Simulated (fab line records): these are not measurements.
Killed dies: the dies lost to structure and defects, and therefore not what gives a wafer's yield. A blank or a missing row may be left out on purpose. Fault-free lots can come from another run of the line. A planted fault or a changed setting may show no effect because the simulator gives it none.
8D (eight disciplines) problem report, filled in by code | flow nand-harc | the parts of the form that need people (team, actions taken, sign-off) are left out

== 1. WHAT IS WRONG ==
At NHARC_THIN_TSV_CD_MEAS_37, cd-nm averages 4976.0 nm over 2 wafers from 2 lots, while fault-free wafers read 5000.5 nm, standard deviation 2.5. That is -9.8 standard deviations from the usual mean.
The first sign was on wafer L653.2 at day 21 13:28, on cd-sem-03. At this step, 33 wafers from 11 lots have a number in the record. The rule behind "out" and "out of limits": a value lying over 4 standard deviations away from the usual mean. The other wafers with a number count as sound.

== 2. WHAT THIS IS AND IS NOT ==
question                    | is                   | is not
which readings at this step | cd-nm                | -
which lots                  | L653, L656           | L643, L644, L645, L646, L651, L660, L662, L665, L666
which wafers of those lots  | L653.2, L656.6       | L653.1, L653.3, L656.1, L656.5
read on which gauges        | cd-sem-01, cd-sem-03 | cd-sem-02
when                        | from day 21 13:28    | up to then (17 sound wafers); but 14 sound wafers of L656, L660, L662, L665, L666 came after

== 3. SUSPECTS, AND WHAT RULES EACH OUT ==
Counting: any tool at a process step up to the reading remains a suspect provided it ran every lot that is out. Sound lots after the first of them don't rule it out here, since some wafers of a struck lot are sound.
- the gauge at NHARC_THIN_TSV_CD_MEAS_37 is ruled out. The wafers that are out were read on 2 gauges (cd-sem-01, cd-sem-03).
- rie-diel-02 at NHARC_THIN_TSV_DESCUM_14 (chemistry O2, time 3 s): kept. It processed each lot that is out (first: L653, day 21 06:14); up to then, its last sound lot is L644 (day 19 03:11).
- rie-metal-01 at NHARC_THIN_TSV_ETCH_59 (etches the open film in Cl2/BCl3, target depth 880 nm, time 138.1 s): kept. It ran every lot that is out, first L653 (day 21 12:19). Its own oes-product-au readings are out on those wafers.
Remaining after the count are rie-diel-02 at NHARC_THIN_TSV_DESCUM_14 and rie-metal-01 at NHARC_THIN_TSV_ETCH_59.

== 4. THE CAUSE (what the simulator had put in) ==
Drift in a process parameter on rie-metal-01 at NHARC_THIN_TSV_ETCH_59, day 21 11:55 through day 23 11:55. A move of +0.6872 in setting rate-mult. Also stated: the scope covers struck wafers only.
This tool is one of the 2 suspects left after counting.

== 5. SEQUENCE OF EFFECTS, ordered by route ==
Rows list readings where the struck wafers' mean (over those with a number) sits beyond 3 standard deviations from the usual. Scope: only readings with a usual standard deviation given in the record; hours: median across lots of the time from each lot's start at the first step in this table that gives one to its start at this step; sigmas: change in usual standard deviations.
hours | step                      | reading        | usual      | on struck wafers | change | sigmas
0     | NHARC_THIN_TSV_ETCH_59    | oes-product-au | 1.004 a.u. | 1.436            | +0.432 | +55
1     | NHARC_THIN_TSV_CD_MEAS_37 | cd-nm          | 5000.5 nm  | 4976.0           | -24.5  | -9.8
Here are the process steps it includes:
- NHARC_THIN_TSV_ETCH_59: etches the open film in Cl2/BCl3, target depth 880 nm, time 138.1 s.
Later measuring or inspecting steps at which every struck wafer that the step has a row for has a number for every such reading, and none has moved that far: NHARC_END_SORT_01.

== 6. HOW IT WOULD HAVE BEEN CAUGHT EARLIER ==
Counted from the fault's start at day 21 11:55, it took 2 hours until the first out-of-limits reading at a measuring or inspecting step in this record, taken at day 21 13:28.
At NHARC_THIN_TSV_ETCH_59, the tool's own readings (oes-product-au) were out on each struck wafer the step has a row for, so an alarm limit on them would have fired on the first such wafer.
Lots out: 2; of these, L656 started NHARC_THIN_TSV_ETCH_59 on rie-metal-01 after day 21 13:28. Holding the tool at that time would have saved it.
